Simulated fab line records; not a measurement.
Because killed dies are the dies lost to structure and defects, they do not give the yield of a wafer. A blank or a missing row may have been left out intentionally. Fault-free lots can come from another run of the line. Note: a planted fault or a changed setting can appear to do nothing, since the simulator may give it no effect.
fab line records    flow nand_harc
record: lots: 24  wafers: 72  last_day: 33
route steps=1302 shown A_STAIRCASE@748
lots that met no fault: taken from a fault-free run of the same line
start_h: start of the lot's first displayed wafer, in hours after the record's first day    wait_h: how many hours have passed since the lot's step before this one    " unchanged from the row above    L1.1+2: one row covering several wafers at once    - no value, or no start was given    * or withheld: withheld    < > ~ a bound
route shown NAME@n: NAME is a module with steps in the file, n the number in the route of the first one    usual: mean/standard deviation of fault-free wafers    same: alike in all rows    chamber/n: place in a boat    sites: per-site readings    _std_site: their standard deviation    _edge_site: mean of outer sites minus mean of inner sites    radius_mm: how far each site lies from the wafer's centre    mask NAME#n: copy n    behind: tool/chamber where the wafer was last shaped    hold: why the lot went on hold/how many hours it stayed there/how the hold came to an end    device: whichever transistor did not switch (one of n, p or np)    end of line: the route-end tests of the same wafers    where a step has no rows: the recipe by itself    killed: count of dies lost to structure and defects at first sort (not the wafer's yield)    map: a wafer's dies, marking killed ones x, the rest . and places with no die _
set.NAME: setting as actually run; set.NAME@STEP: the setting as run at that earlier step    model.NAME: the simulator's own value behind a step, which no gauge read
the route's steps for a sample of lots (tables are steps, rows are wafers)
services: the hour from which a tool's chamber was out of use, counted from the record's first day as start_h (under 0 if before that day), plus the number of hours and why
== steps ==
step: NHARC_A_STAIRCASE_ETCH_234
recipe: target_depth_a: 1000  time_s: 40.5  ion_energy_ev: 400  c4f8_flow_sccm: 20  o2_flow_sccm: 10  ar_flow_sccm: withheld  rf_w: 600  bias_w: 1000  chemistry: C4F8/O2
usual: bias_w: 999.2/2.6  oes_product_au: 0.942/0.011  rf_fwd_power_W: 592/3.4  rf_vpp_V: 896/5.1
lot.wafer  tool         chamber  start_h  wait_h  bias_w  oes_product_au  rf_fwd_power_W  rf_hours_counter_h  rf_vpp_V
L075.1     rie_diel-10  1        -        -       997.5   0.919           588             45                  898
L075.2     "            2        "        "       996.0   0.917           595             21                  894
L075.6     "            3        "        "       1004.3  0.945           592             -                   893
L074.2     rie_diel-10  3        -        -       1002.3  0.956           595             35                  894
L074.1     "            1        "        "       1000.4  0.939           589             46                  898
L074.5     "            0        "        "       1003.4  0.941           595             -                   894
L077.1     rie_diel-09  0        -        -       1003.6  0.929           591             19                  895
L077.2     "            1        "        "       996.7   0.955           585             13                  894
L077.6     "            2        "        "       999.5   0.960           594             -                   888
L076.2     rie_diel-09  3        -        -       997.7   0.946           594             17                  897
L076.3     "            1        "        "       997.5   0.951           584             13                  894
L076.1     "            2        "        "       1001.4  0.965           593             16                  889
L078.3     rie_diel-09  1        -        -       997.4   0.951           583             18                  894
L078.2     "            0        "        "       1000.6  0.954           592             23                  895
L078.6     "            1        "        "       1002.1  0.962           585             -                   892
L080.3     rie_diel-10  0        -        -       998.2   0.944           593             59                  893
L080.2     "            1        "        "       998.9   0.938           585             60                  899
L080.1     "            3        "        "       1000.5  0.944           597             51                  894
L081.4     rie_diel-09  1        -        -       999.3   0.937           582             29                  893
L081.2     "            2        "        "       997.6   0.939           591             31                  887
L081.3     "            3        "        "       1003.1  0.926           593             32                  895
L079.2     rie_diel-09  1        -        -       998.7   0.954           586             29                  893
L079.4     "            2        "        "       999.2   0.957           591             31                  889
L079.5     "            2        "        "       1000.2  0.957           592             -                   890
L083.3     rie_diel-09  3        -        -       1000.1  0.941           597             38                  897
L083.4     "            0        "        "       995.2   0.942           594             42                  895
L083.6     "            2        "        "       997.4   0.948           592             -                   888
L082.2     rie_diel-09  3        -        -       1003.6  0.923           592             38                  896
L082.1     "            0        "        "       1002.6  0.941           592             42                  892
L082.5     "            1        "        "       995.6   0.953           586             -                   893
L084.4     rie_diel-02  0        -        -       996.2   0.957           592             -                   907
L084.5     "            2        "        "       1000.0  0.933           593             -                   902
L084.6     "            3        "        "       997.6   0.936           593             -                   891
L085.2     rie_diel-02  2        -        -       1006.2  0.928           597             27                  903
L085.6     "            3        "        "       1001.0  0.919           595             -                   892
L085.5     "            0        "        "       1002.6  0.933           593             -                   905
L087.1     rie_diel-10  1        -        -       999.3   0.958           588             19                  898
L087.4     "            0        "        "       1000.5  0.944           593             -                   892
L087.6     "            1        "        "       999.5   0.948           584             -                   897
L086.4     rie_diel-02  2        -        -       996.7   0.933           594             28                  905
L086.3     "            3        "        "       998.3   0.944           593             24                  892
L086.5     "            1        "        "       999.5   0.938           592             -                   897
L089.2     rie_diel-02  1        -        -       1005.4  0.960           592             33                  897
L089.6     "            1        "        "       999.0   0.957           592             -                   899
L089.5     "            2        "        "       1002.4  0.948           596             -                   903
L088.3     rie_diel-02  0        -        -       996.0   0.943           594             35                  904
L088.5     "            0        "        "       1001.4  0.942           597             -                   903
L088.6     "            1        "        "       1001.4  0.955           591             -                   898
L090.4     rie_diel-09  0        -        -       1001.2  0.964           591             9                   892
L090.1     "            1        "        "       997.3   0.936           587             2                   893
L090.2     "            2        "        "       1001.9  0.948           594             9                   890
L091.4     rie_diel-02  2        -        -       995.7   0.942           593             42                  903
L091.3     "            3        "        "       997.2   0.949           592             41                  890
L091.1     "            1        "        "       1002.1  0.958           592             41                  897
L093.1     rie_diel-02  2        -        -       997.9   0.938           591             47                  903
L093.2     "            3        "        "       995.2   0.930           591             45                  891
L093.4     "            1        "        "       996.9   0.950           594             46                  896
L092.4     rie_diel-02  3        -        -       1001.1  0.934           592             45                  890
L092.1     "            0        "        "       1000.9  0.936           593             46                  903
L092.5     "            3        "        "       1001.2  0.943           592             -                   889
L094.4     rie_diel-02  2        -        -       995.9   0.938           593             -                   902
L094.3     "            0        "        "       996.0   0.937           593             -                   904
L094.6     "            2        "        "       996.7   0.929           594             -                   904
L095.1     rie_diel-10  3        -        -       998.8   0.917           592             44                  894
L095.2     "            0        "        "       1002.9  0.924           596             41                  891
L095.4     "            1        "        "       995.8   0.948           583             45                  898
L097.2     rie_diel-09  2        -        -       1000.2  0.945           592             27                  887
L097.3     "            3        "        "       1002.4  0.935           595             29                  895
L097.4     "            1        "        "       998.8   0.941           583             24                  893
L096.3     rie_diel-10  3        -        -       999.8   0.940           592             49                  892
L096.2     "            0        "        "       999.0   0.948           593             46                  891
L096.6     "            3        "        "       994.6   0.934           593             -                   892
step: NHARC_A_STAIRCASE_ETCH_253
recipe: target_depth_a: 500  time_s: 20.2  ion_energy_ev: 400  c4f8_flow_sccm: 20  o2_flow_sccm: 10  ar_flow_sccm: withheld  rf_w: 600  bias_w: 1000  chemistry: C4F8/O2
usual: bias_w: 999.9/3  oes_product_au: 0.951/0.014  rf_fwd_power_W: 588/3  rf_vpp_V: 896/4.5
lot.wafer  tool         chamber  start_h  wait_h  bias_w  oes_product_au  rf_fwd_power_W  rf_hours_counter_h  rf_vpp_V
L075.1     rie_diel-02  1        364.74   0.1     998.8   0.958           591             53                  899
L075.2     "            0        "        "       1004.8  0.957           591             44                  905
L075.6     "            0        "        "       998.4   0.964           590             -                   906
L074.1     rie_diel-10  0        365.51   0.1     1003.3  0.948           587             43                  893
L074.2     "            2        "        "       1000.8  0.938           587             22                  894
L074.5     "            0        "        "       1000.8  0.948           586             -                   893
L077.2     rie_diel-09  2        385.90   0.1     1002.3  0.950           588             16                  888
L077.1     "            3        "        "       1002.9  0.949           592             17                  894
L077.6     "            0        "        "       1004.5  0.951           588             -                   894
L076.2     rie_diel-10  3        387.97   0.1     998.1   0.965           587             45                  894
L076.1     "            0        "        "       1001.6  0.946           588             54                  894
L076.3     "            2        "        "       1001.7  0.970           589             31                  895
L078.3     rie_diel-09  0        400.99   0.1     998.1   0.936           586             24                  895
L078.2     "            1        "        "       1001.1  0.956           584             19                  893
L078.6     "            3        "        "       1005.5  0.952           592             -                   896
L080.2     rie_diel-10  0        412.04   0.1     997.0   0.962           588             59                  891
L080.3     "            2        "        "       1005.5  0.947           585             37                  894
L080.1     "            3        "        "       996.0   0.964           588             51                  893
L081.3     rie_diel-02  2        424.12   0.1     1001.4  0.947           590             11                  903
L081.4     "            3        "        "       999.0   0.930           589             7                   892
L081.2     "            0        "        "       1001.9  0.944           594             7                   906
L079.2     rie_diel-02  0        424.93   0.3     1001.2  0.942           592             8                   904
L079.4     "            3        "        "       1000.6  0.934           590             8                   892
L079.5     "            0        "        "       1003.4  0.941           592             -                   906
L083.3     rie_diel-09  0        450.27   0.1     994.4   0.953           587             42                  894
L083.4     "            1        "        "       998.3   0.950           585             36                  894
L083.6     "            1        "        "       1001.9  0.947           581             -                   893
L082.1     rie_diel-09  0        450.47   0.1     1000.3  0.959           591             42                  894
L082.2     "            3        "        "       1003.9  0.960           595             39                  897
L082.5     "            0        "        "       1000.4  0.962           588             -                   895
L084.4     rie_diel-09  1        470.84   0.1     1003.5  0.960           588             43                  892
L084.6     "            3        "        "       995.5   0.938           591             -                   896
L084.5     "            0        "        "       1005.5  0.947           586             -                   896
L085.2     rie_diel-02  1        479.48   0.1     993.2   0.938           594             25                  899
L085.5     "            3        "        "       997.5   0.952           589             -                   890
L085.6     "            0        "        "       1002.0  0.950           588             -                   905
L087.4     rie_diel-10  0        480.27   0.1     1000.3  0.946           589             17                  892
L087.1     "            2        "        "       1003.0  0.936           585             11                  893
L087.6     "            0        "        "       999.4   0.951           590             -                   893
L086.3     rie_diel-09  0        483.25   0.1     1000.2  0.949           587             52                  894
L086.4     "            2        "        "       996.2   0.960           589             49                  888
L086.5     "            1        "        "       997.7   0.969           585             -                   893
L089.2     rie_diel-09  0        511.54   0.1     996.8   0.981           586             1                   894
L089.5     "            3        "        "       997.2   0.957           592             -                   895
L089.6     "            2        "        "       1002.0  0.968           589             -                   889
L088.3     rie_diel-10  2        512.61   0.1     1002.0  0.950           588             22                  895
L088.5     "            3        "        "       997.5   0.957           588             -                   892
L088.6     "            0        "        "       1002.2  0.944           590             -                   892
L090.4     rie_diel-10  3        529.96   0.1     1002.4  0.931           592             34                  893
L090.1     "            0        "        "       1002.3  0.920           587             34                  892
L090.2     "            1        "        "       1006.0  0.905           583             35                  897
L091.4     rie_diel-10  2        530.34   0.1     999.5   0.930           586             28                  894
L091.3     "            3        "        "       995.6   0.924           588             34                  894
L091.1     "            1        "        "       1000.0  0.916           590             35                  896
L093.4     rie_diel-10  0        543.31   0.1     1004.0  0.937           588             37                  891
L093.2     "            2        "        "       1000.9  0.971           589             34                  894
L093.1     "            3        "        "       1001.7  0.979           588             38                  893
L092.1     rie_diel-10  2        543.84   0.1     998.1   0.978           587             34                  893
L092.4     "            0        "        "       999.2   0.949           588             37                  894
L092.5     "            1        "        "       993.8   0.953           586             -                   896
L094.4     rie_diel-10  0        568.63   0.1     994.3   0.953           588             42                  891
L094.3     "            3        "        "       1002.4  0.972           588             44                  893
L094.6     "            1        "        "       1001.5  0.956           586             -                   897
L095.1     rie_diel-02  0        568.94   0.1     999.1   0.953           593             57                  903
L095.2     "            2        "        "       1003.9  0.958           591             59                  904
L095.4     "            2        "        "       998.6   0.963           591             -                   904
L097.3     rie_diel-02  2        585.24   0.1     999.5   0.964           591             2                   903
L097.2     "            0        "        "       1001.3  0.952           593             2                   905
L097.4     "            0        "        "       997.4   0.962           592             -                   904
L096.2     rie_diel-10  2        586.36   0.1     995.9   0.949           585             48                  893
L096.3     "            3        "        "       998.4   0.948           589             49                  894
L096.6     "            1        "        "       1000.7  0.950           584             -                   896
step: NHARC_A_STAIRCASE_DEP_259
recipe: target_thk_a: 300  target_thk_nm: 30  temp_c: 400  pressure_torr: 3.5  flow_sccm: 200  rf_w: 350  material: SiON
usual: heater_power_w: 763/100  rf_fwd_power_W: 348.5/1.2
lot.wafer  tool      chamber  start_h  wait_h  heater_power_w  rf_fwd_power_W
L075.1     pecvd-04  0        367.61   1.6     782             348.0
L075.2     "         1        "        "       748             348.1
L075.6     "         2        "        "       672             348.0
L074.1     pecvd-02  1        369.36   1.6     731             347.7
L074.2     "         0        "        "       845             348.0
L074.5     "         2        "        "       605             347.3
L077.1     pecvd-04  2        390.74   1.5     770             347.2
L077.2     "         0        "        "       889             346.7
L077.6     "         0        "        "       862             346.8
L076.1     pecvd-02  1        392.84   1.5     722             347.9
L076.3     "         2        "        "       557             347.5
L076.2     "         0        "        "       874             348.4
L078.3     pecvd-01  1        405.08   1.0     954             348.8
L078.2     "         0        "        "       706             349.7
L078.6     "         0        "        "       697             349.2
L080.1     pecvd-01  1        414.92   1.5     935             349.4
L080.2     "         2        "        "       798             351.4
L080.3     "         0        "        "       644             350.2
L081.3     pecvd-04  0        426.89   1.0     810             349.9
L081.2     "         1        "        "       799             349.3
L081.4     "         1        "        "       773             348.8
L079.2     pecvd-04  2        428.05   1.3     710             347.7
L079.5     "         2        "        "       732             346.7
L079.4     "         0        "        "       862             348.9
L083.3     pecvd-02  2        455.63   1.1     599             347.0
L083.6     "         0        "        "       868             348.2
L083.4     "         1        "        "       782             348.4
L082.2     pecvd-01  0        456.69   1.3     715             347.9
L082.1     "         1        "        "       936             349.8
L082.5     "         0        "        "       708             350.5
L084.5     pecvd-02  1        473.84   0.4     743             347.9
L084.4     "         2        "        "       643             347.3
L084.6     "         0        "        "       885             349.1
L085.2     pecvd-01  1        483.36   1.3     925             347.8
L085.5     "         1        "        "       926             349.3
L085.6     "         0        "        "       681             349.2
L087.1     pecvd-01  2        483.99   1.6     692             348.0
L087.6     "         0        "        "       710             349.7
L087.4     "         2        "        "       728             348.5
L086.3     pecvd-01  1        489.15   0.9     887             350.0
L086.5     "         1        "        "       871             350.2
L086.4     "         2        "        "       787             348.0
L089.2     pecvd-04  2        514.30   1.2     702             348.7
L089.5     "         2        "        "       716             348.2
L089.6     "         0        "        "       769             349.2
L088.3     pecvd-04  0        516.69   0.9     849             348.1
L088.6     "         0        "        "       849             349.0
L088.5     "         2        "        "       815             346.9
L090.1     pecvd-01  0        533.60   1.6     615             348.6
L090.2     "         1        "        "       998             348.3
L090.4     "         0        "        "       614             348.5
L091.1     pecvd-01  0        535.41   1.6     653             348.8
L091.3     "         2        "        "       726             348.2
L091.4     "         0        "        "       656             349.3
L093.2     pecvd-02  0        546.08   1.3     865             346.3
L093.1     "         1        "        "       771             347.1
L093.4     "         2        "        "       614             347.1
L092.1     pecvd-04  0        546.85   1.6     878             350.7
L092.4     "         0        "        "       887             351.6
L092.5     "         1        "        "       786             349.0
L094.3     pecvd-01  1        575.27   1.0     976             349.2
L094.6     "         2        "        "       674             348.6
L094.4     "         1        "        "       982             349.5
L095.1     pecvd-01  0        575.39   1.6     686             349.8
L095.2     "         1        "        "       852             347.3
L095.4     "         0        "        "       711             351.1
L097.3     pecvd-04  2        588.01   0.9     719             345.8
L097.2     "         0        "        "       793             347.3
L097.4     "         1        "        "       718             347.5
L096.3     pecvd-02  0        589.11   0.9     828             349.5
L096.2     "         1        "        "       713             346.9
L096.6     "         0        "        "       795             348.4
step: NHARC_A_STAIRCASE_HM_DEP_459
recipe: target_thk_a: 15000  temp_c: 400  material: aC
usual: throttle_valve_pct: 35.000/0.0093
lot.wafer  tool        chamber  start_h  wait_h  throttle_valve_pct
L075.1     acl_dep-02  0        372.94   1.0     35.004
L075.2     "           0        "        "       35.006
L075.6     "           0        374.46   2.5     34.992
L074.1     acl_dep-02  0        375.40   2.2     35.005
L074.2     "           0        "        "       35.005
L074.5     "           0        "        "       35.001
L077.1     acl_dep-03  0        396.38   1.8     34.989
L077.2     "           0        "        "       34.992
L077.6     "           0        397.94   3.4     34.989
L076.1     acl_dep-02  0        396.86   0.1     35.009
L076.2     "           0        "        "       34.990
L076.3     "           0        "        "       34.992
L078.2     acl_dep-02  0        410.78   1.7     35.002
L078.3     "           0        "        "       34.997
L078.6     "           0        "        "       34.985
L080.1     acl_dep-03  0        421.05   2.2     34.987
L080.2     "           0        "        "       34.989
L080.3     "           0        "        "       35.024
L081.2     acl_dep-01  0        435.26   4.5     35.014
L081.3     "           0        "        "       35.006
L081.4     "           0        "        "       34.995
L079.2     acl_dep-03  0        439.48   7.5     34.994
L079.4     "           0        "        "       35.004
L079.5     "           0        "        "       35.003
L083.3     acl_dep-02  0        460.23   0.7     34.991
L083.4     "           0        "        "       35.026
L083.6     "           0        "        "       34.997
L082.1     acl_dep-01  0        462.38   1.2     34.989
L082.2     "           0        "        "       35.003
L082.5     "           0        "        "       35.001
L084.4     acl_dep-01  0        482.08   4.4     34.990
L084.5     "           0        "        "       34.993
L084.6     "           0        "        "       34.990
L085.2     acl_dep-01  0        491.32   4.0     34.994
L085.5     "           0        "        "       35.004
L085.6     "           0        "        "       35.016
L087.1     acl_dep-01  0        492.86   5.0     34.998
L087.4     "           0        "        "       34.999
L087.6     "           0        "        "       35.003
L086.3     acl_dep-01  0        498.46   5.4     35.006
L086.4     "           0        "        "       35.013
L086.5     "           0        "        "       35.007
L088.3     acl_dep-02  0        521.55   0.7     35.011
L088.5     "           0        "        "       34.998
L088.6     "           0        "        "       35.008
L089.2     acl_dep-03  0        521.57   0.4     35.003
L089.5     "           0        "        "       35.004
L089.6     "           0        "        "       35.001
L090.1     acl_dep-02  0        537.58   0.1     34.993
L090.2     "           0        "        "       35.006
L090.4     "           0        "        "       34.996
L091.1     acl_dep-01  0        539.46   0.1     34.999
L091.3     "           0        "        "       35.003
L091.4     "           0        "        "       35.003
L093.1     acl_dep-01  0        549.96   0.1     35.014
L093.2     "           0        "        "       35.000
L093.4     "           0        "        "       35.012
L092.1     acl_dep-02  0        555.40   1.5     35.016
L092.4     "           0        "        "       35.007
L092.5     "           0        "        "       34.995
L095.1     acl_dep-01  0        580.61   0.1     34.993
L095.2     "           0        "        "       35.001
L095.4     "           0        "        "       34.993
L094.3     acl_dep-02  0        580.63   0.7     35.004
L094.4     "           0        "        "       34.995
L094.6     "           0        "        "       35.010
L097.2     acl_dep-03  0        592.30   0.4     35.005
L097.3     "           0        "        "       34.992
L097.4     "           0        "        "       34.983
L096.2     acl_dep-02  0        593.43   0.4     34.990
L096.3     "           0        "        "       34.999
L096.6     "           0        "        "       35.003
step: NHARC_A_STAIRCASE_ETCH_294
recipe: target_depth_a: 49890  time_s: 1211.6  ion_energy_ev: 800  c4f8_flow_sccm: 80  o2_flow_sccm: 60  ar_flow_sccm: withheld  rf_w: 600  bias_w: 3000  chemistry: C4F8/O2/Ar
usual: bias_w: 3000/8.8  oes_product_au: 0.933/0.012  rf_fwd_power_W: 599.5/1.8  rf_vpp_V: 1825/9.4
lot.wafer  tool         chamber  start_h  wait_h  bias_w  oes_product_au  rf_fwd_power_W  rf_hours_counter_h  rf_vpp_V
L075.2     rie_diel-10  2        -        -       2998    0.936           600.4           26                  1822
L075.1     "            3        "        "       2991    0.953           600.1           41                  1823
L075.6     "            0        "        "       2991    0.916           599.2           -                   1822
L074.2     rie_diel-09  2        -        -       3009    0.958           598.0           14                  1812
L074.1     "            3        "        "       3000    0.933           599.5           14                  1827
L074.5     "            2        "        "       2989    0.952           598.8           -                   1812
L077.1     rie_diel-09  0        -        -       3012    0.949           601.8           24                  1825
L077.2     "            2        "        "       3008    0.954           597.1           21                  1814
L077.6     "            1        "        "       2992    0.956           597.9           -                   1820
L076.3     rie_diel-10  3        -        -       3019    0.937           596.3           48                  1821
L076.1     "            1        "        "       3008    0.922           601.3           58                  1830
L076.2     "            2        "        "       3018    0.920           598.1           34                  1823
L078.3     rie_diel-10  0        -        -       2988    0.913           600.4           60                  1821
L078.2     "            2        "        "       2991    0.921           599.9           37                  1823
L078.6     "            0        "        "       3001    0.925           598.7           -                   1821
L080.1     rie_diel-09  3        -        -       3003    0.928           601.3           33                  1826
L080.3     "            0        "        "       2982    0.944           599.8           36                  1824
L080.2     "            1        "        "       3005    0.940           598.3           30                  1822
L081.2     rie_diel-02  3        -        -       3005    0.931           600.6           9                   1817
L081.4     "            1        "        "       2999    0.937           598.4           14                  1833
L081.3     "            2        "        "       2997    0.935           600.0           14                  1844
L079.4     rie_diel-02  1        -        -       2993    0.933           598.9           15                  1832
L079.2     "            3        "        "       3005    0.937           598.3           11                  1819
L079.5     "            1        "        "       2998    0.935           600.3           -                   1832
L083.3     rie_diel-10  1        -        -       2999    0.936           598.6           12                  1829
L083.4     "            3        "        "       2991    0.930           601.3           -                   1823
L083.6     "            0        "        "       2991    0.937           597.2           -                   1819
L082.2     rie_diel-09  3        -        -       3012    0.920           598.2           42                  1825
L082.1     "            1        "        "       2989    0.934           599.9           41                  1821
L082.5     "            2        "        "       3001    0.932           598.2           -                   1811
L084.4     rie_diel-09  1        -        -       3001    0.930           597.9           47                  1820
L084.5     "            0        "        "       3006    0.919           596.8           -                   1824
L084.6     "            1        "        "       2996    0.928           598.8           -                   1820
L085.2     rie_diel-02  1        -        -       3008    0.937           599.5           27                  1832
L085.5     "            2        "        "       2994    0.945           601.8           -                   1843
L085.6     "            3        "        "       2995    0.943           601.9           -                   1817
L087.1     rie_diel-02  1        -        -       3000    0.923           596.8           30                  1834
L087.4     "            2        "        "       2989    0.921           603.0           32                  1844
L087.6     "            3        "        "       3007    0.907           599.2           -                   1818
L086.3     rie_diel-10  1        -        -       3012    0.935           598.3           25                  1828
L086.4     "            0        "        "       2991    0.946           598.7           23                  1819
L086.5     "            2        "        "       3001    0.945           601.1           -                   1822
L088.3     rie_diel-10  3        -        -       2998    0.913           595.2           33                  1820
L088.6     "            0        "        "       2997    0.915           603.2           -                   1819
L088.5     "            1        "        "       2988    0.927           595.8           -                   1830
L089.2     rie_diel-10  0        -        -       3000    0.924           600.5           33                  1821
L089.6     "            2        "        "       2999    0.952           600.0           -                   1823
L089.5     "            3        "        "       2998    0.935           603.4           -                   1821
L090.2     rie_diel-09  2        -        -       3013    0.934           599.9           12                  1810
L090.4     "            3        "        "       2989    0.921           602.4           12                  1825
L090.1     "            0        "        "       2992    0.952           597.6           13                  1822
L091.4     rie_diel-02  2        -        -       3002    0.929           599.3           48                  1843
L091.1     "            3        "        "       2978    0.937           600.5           46                  1816
L091.3     "            0        "        "       3021    0.956           600.2           47                  1844
L093.2     rie_diel-02  0        -        -       2988    0.934           599.8           50                  1843
L093.1     "            1        "        "       2988    0.932           598.7           52                  1832
L093.4     "            3        "        "       2996    0.928           600.0           49                  1816
L092.1     rie_diel-09  1        -        -       3003    0.922           598.1           14                  1818
L092.4     "            0        "        "       3003    0.951           599.2           22                  1823
L092.5     "            1        "        "       2997    0.940           600.3           -                   1818
L094.3     rie_diel-02  3        -        -       3008    0.920           600.8           1                   1815
L094.6     "            3        "        "       3005    0.930           597.7           -                   1816
L094.4     "            2        "        "       2996    0.931           602.2           -                   1842
L095.2     rie_diel-10  1        -        -       2995    0.931           596.5           52                  1827
L095.4     "            2        "        "       3009    0.931           600.6           47                  1821
L095.1     "            0        "        "       2989    0.928           599.3           46                  1818
L097.2     rie_diel-09  2        -        -       3008    0.968           602.1           30                  1810
L097.4     "            3        "        "       2998    0.940           603.5           32                  1824
L097.3     "            1        "        "       2998    0.939           601.3           27                  1819
L096.3     rie_diel-10  1        -        -       3018    0.957           597.2           56                  1827
L096.2     "            2        "        "       3001    0.940           598.2           51                  1822
L096.6     "            1        "        "       3004    0.949           596.7           -                   1830
step: NHARC_A_STAIRCASE_HM_DEP_462
recipe: target_thk_a: 8000  temp_c: 400  material: aC
usual: throttle_valve_pct: 35.000/0.0098
lot.wafer  tool        chamber  start_h  wait_h  throttle_valve_pct
L075.1     acl_dep-02  0        378.17   0.3     35.005
L075.2     "           0        "        "       34.993
L075.6     "           0        379.69   1.8     34.989
L074.1     acl_dep-03  0        380.70   0.1     35.007
L074.2     "           0        "        "       35.004
L074.5     "           0        "        "       35.002
L077.1     acl_dep-02  0        402.53   1.2     35.001
L077.2     "           0        "        "       34.995
L077.6     "           0        404.06   2.8     34.999
L076.1     acl_dep-03  0        405.03   2.9     34.987
L076.2     "           0        "        "       34.998
L076.3     "           0        "        "       35.007
L078.2     acl_dep-01  0        415.82   0.4     35.024
L078.3     "           0        "        "       34.993
L078.6     "           0        "        "       35.001
L080.1     acl_dep-01  0        426.67   0.4     34.994
L080.2     "           0        "        "       35.000
L080.3     "           0        "        "       34.985
L081.2     acl_dep-01  0        448.29   8.3     35.006
L081.3     "           0        "        "       34.988
L081.4     "           0        "        "       34.989
L079.2     acl_dep-03  0        451.37   7.2     35.000
L079.4     "           0        "        "       35.012
L079.5     "           0        "        "       34.981
L083.3     acl_dep-03  0        465.64   0.7     35.014
L083.4     "           0        "        "       34.999
L083.6     "           0        "        "       35.004
L082.1     acl_dep-01  0        468.03   0.6     35.006
L082.2     "           0        "        "       34.993
L082.5     "           0        "        "       35.001
L084.4     acl_dep-01  0        490.07   3.9     35.015
L084.5     "           0        "        "       35.005
L084.6     "           0        "        "       34.997
L085.2     acl_dep-01  0        499.99   4.0     34.997
L085.5     "           0        "        "       35.018
L085.6     "           0        "        "       34.996
L087.1     acl_dep-01  0        502.17   1.6     34.996
L087.4     "           0        "        "       35.012
L087.6     "           0        "        "       35.000
L086.3     acl_dep-01  0        507.21   4.5     34.983
L086.4     "           0        "        "       34.994
L086.5     "           0        "        "       34.998
L088.3     acl_dep-02  0        527.12   0.7     35.003
L088.5     "           0        "        "       34.982
L088.6     "           0        "        "       34.993
L089.2     acl_dep-02  0        528.64   1.9     35.005
L089.5     "           0        "        "       34.996
L089.6     "           0        "        "       35.006
L090.1     acl_dep-03  0        543.16   0.1     35.001
L090.2     "           0        "        "       34.995
L090.4     "           0        "        "       35.002
L091.1     acl_dep-02  0        544.55   0.1     34.996
L091.3     "           0        "        "       34.997
L091.4     "           0        "        "       34.996
L093.1     acl_dep-02  0        557.25   2.3     35.002
L093.2     "           0        "        "       34.985
L093.4     "           0        "        "       35.008
L092.1     acl_dep-03  0        560.39   0.1     34.997
L092.4     "           0        "        "       34.975
L092.5     "           0        "        "       34.996
L095.1     acl_dep-02  0        585.83   0.1     35.009
L095.2     "           0        "        "       34.983
L095.4     "           0        "        "       35.007
L094.3     acl_dep-01  0        586.04   0.7     34.991
L094.4     "           0        "        "       35.027
L094.6     "           0        "        "       34.983
L097.2     acl_dep-03  0        597.53   0.4     35.018
L097.3     "           0        "        "       35.004
L097.4     "           0        "        "       34.997
L096.2     acl_dep-01  0        598.40   0.4     35.016
L096.3     "           0        "        "       35.002
L096.6     "           0        "        "       35.000
== services ==
tool         chamber  start_h  hours  kind
pecvd-01     2        350.23   12.6   repair
pecvd-04     0        361.05   6.1    repair
acl_dep-01   -        371.31   13.0   pm
pecvd-02     -        376.21   1.0    repair
rie_diel-02  -        394.58   9.0    pm
pecvd-02     -        408.19   13.0   pm
rie_diel-10  -        420.48   9.0    pm
acl_dep-02   -        432.22   13.0   pm
rie_diel-09  3        434.06   7.0    repair
pecvd-04     -        450.55   13.0   pm
rie_diel-02  3        456.44   2.4    repair
rie_diel-10  2        461.74   16.5   repair
rie_diel-02  1        463.66   7.7    repair
pecvd-02     1        479.26   3.9    repair
acl_dep-03   -        483.91   13.0   pm
pecvd-01     -        492.02   13.0   pm
rie_diel-09  -        498.74   9.0    pm
rie_diel-10  0        550.22   6.0    repair
acl_dep-01   -        553.73   13.0   pm
rie_diel-10  -        557.67   0.4    repair
rie_diel-09  0        562.55   2.1    repair
rie_diel-02  2        569.59   4.6    repair
rie_diel-02  -        571.81   9.0    pm
rie_diel-10  -        597.58   9.0    pm
== key ==
fault none
